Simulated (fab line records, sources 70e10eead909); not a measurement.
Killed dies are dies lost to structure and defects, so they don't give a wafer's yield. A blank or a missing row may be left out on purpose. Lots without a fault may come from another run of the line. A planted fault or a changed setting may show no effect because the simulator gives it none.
Chamber matching | flow nand_harc | NHARC_A_CHANNEL_FILL_D1_ALD_25 on ald_hk-04: 4 sister chambers
The step deposits SiOx, target thk 60 nm, pulse time 10 s, ald cycles 600. 4 wafers are shown with their chamber, then 8 later ones without.

WAFERS WITH THEIR CHAMBER
wafer  | chamber | heater_power_w (W)
L084.5 | 2       | 454
L088.4 | 3       | 441
L088.5 | 0       | 517
L090.3 | 1       | 393

WAFERS WITHOUT THEIR CHAMBER
wafer  | heater_power_w (W)
L090.2 | 502
L090.6 | 400
L092.1 | 449
L092.5 | 395
L092.6 | 452
L094.3 | 506
L094.1 | 461
L094.6 | 514

WHICH CHAMBER EACH WENT THROUGH
wafer  | from the rows above     | in truth
L090.2 | 0                       | 0
L090.6 | 1                       | 1
L092.1 | can't be placed: 2 or 3 | 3
L092.5 | 1                       | 1
L092.6 | can't be placed: 2 or 3 | 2
L094.3 | 0                       | 0
L094.1 | can't be placed: 2 or 3 | 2
L094.6 | 0                       | 0
Placed correctly: 5 of 8. Can't be placed from these rows: 3 (the true chamber is among the candidates in 3). Placed wrongly: 0.
How it was worked out, from the rows above alone: a wafer's distance from a chamber is the root of the sum, over the readings, of the square of ((its reading less the chamber's mean) divided by the reading's scatter). The wafer belongs to the nearest chamber; if the next one is less than 2 further off, it can't be placed. A chamber's mean is the mean of its shown wafers. The scatter: with one shown wafer a chamber, the root of the mean of the squares of how far each hidden wafer lies from its nearest shown one.
